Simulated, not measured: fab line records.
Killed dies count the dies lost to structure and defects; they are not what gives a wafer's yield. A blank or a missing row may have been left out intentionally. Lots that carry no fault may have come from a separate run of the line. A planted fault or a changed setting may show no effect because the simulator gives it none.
The same fault as seen by 2 desks || flow nand-harc || every desk sees just its own numbers, and what lay behind them comes last

== FOR THE TOOL OWNER'S DESK: rie-diel-03 ==
The tool's own readings at NHARC_P_CONTACT_ETCH_35 (etches the open film in CF4, target depth 39 nm, time 65 s): means of the sampled wafers that have a number, for each lot that ran on this tool. A lot is out of limits, marked OUT, if its mean lies more than 4 standard deviations from the usual mean; the brackets give that distance.
Columns: A = drypump-motor-current-A at NHARC_P_CONTACT_ETCH_35, usual 5.4 A; B = oes-product-au at NHARC_P_CONTACT_ETCH_35, usual 1.000 a.u.; C = rf-vpp-V at NHARC_P_CONTACT_ETCH_35, usual 150.9 V; D = run-length-s at NHARC_P_CONTACT_ETCH_35, usual 86.1 s; E = showerhead-plenum-p-Torr at NHARC_P_CONTACT_ETCH_35, usual 1.74 Torr; F = throttle-valve-pct at NHARC_P_CONTACT_ETCH_35, usual 13.283 %
{"lot": "L909", "first seen here": "day 5 11:11", "A": 5.3, "B": 1.005, "C": 150.3, "D": 85.8, "E": 1.70, "F": 13.289}
{"lot": "L910", "first seen here": "day 5 18:08", "A": 5.3, "B": 1.005, "C": 150.1, "D": 85.9, "E": 1.70, "F": 13.285}
{"lot": "L911", "first seen here": "day 6 06:14", "A": 5.6, "B": 1.003, "C": 148.8, "D": 86.2, "E": 1.66, "F": 13.287}
{"lot": "L913", "first seen here": "day 6 16:21", "A": 5.7, "B": 1.007, "C": 150.3, "D": 86.3, "E": 1.66, "F": 13.284}
{"lot": "L915", "first seen here": "day 7 09:09", "A": 5.0, "B": 1.000, "C": 151.8, "D": 86.2, "E": 1.76, "F": 13.281}
{"lot": "L923", "first seen here": "day 9 03:37", "A": 5.4, "B": 1.005, "C": 150.4, "D": "81.5 (-9.5) OUT", "E": 1.71, "F": 13.280}
Finding of this desk: L923 out of limits; the first was L923 at day 9 03:37, on run-length-s at NHARC_P_CONTACT_ETCH_35. L909, L910, L911, L913, L915 stayed within limits.

== THE METROLOGY DESK ==
What the gauges read, lot by lot, whatever tool the lot ran on: means of the sampled wafers that have a number. A lot is out of limits, marked OUT, if its mean lies more than 4 standard deviations from the usual mean; the brackets give that distance.
Columns: A = cd-nm at NHARC_P_CONTACT_CD_MEAS_12, usual 90.2 nm
{"lot": "L909", "first seen here": "day 5 10:53", "A": 90.3}
{"lot": "L910", "first seen here": "day 5 17:52", "A": 89.8}
{"lot": "L912", "first seen here": "day 6 05:26", "A": 90.7}
{"lot": "L911", "first seen here": "day 6 05:58", "A": 89.5}
{"lot": "L913", "first seen here": "day 6 16:05", "A": 89.8}
{"lot": "L914", "first seen here": "day 6 16:38", "A": 89.8}
{"lot": "L915", "first seen here": "day 7 08:51", "A": 90.3}
{"lot": "L920", "first seen here": "day 8 19:11", "A": 90.3}
{"lot": "L923", "first seen here": "day 9 03:21", "A": 90.4}
{"lot": "L930", "first seen here": "day 10 15:11", "A": 90.1}
{"lot": "L931", "first seen here": "day 11 01:01", "A": 90.2}
This desk found nothing out of limits on any of the 11 lots.

== BROUGHT TOGETHER ==
On L923, at day 9 03:37, an alarm was possible from the tool owner's desk.
From the metrology desk's view, nothing was out of limits.
The metrology desk holds a record of L923, inside its limits.
On rie-diel-03, each named lot ran NHARC_P_CONTACT_ETCH_35.

== WHAT HAD BEEN PUT IN BY THE SIMULATOR ==
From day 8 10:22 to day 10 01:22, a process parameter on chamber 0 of rie-diel-03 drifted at NHARC_P_CONTACT_ETCH_35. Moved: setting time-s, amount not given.
Struck lots among those shown: L923.
Hours from the fault's start to each desk's first reading out of limits: the tool owner's desk, 17.
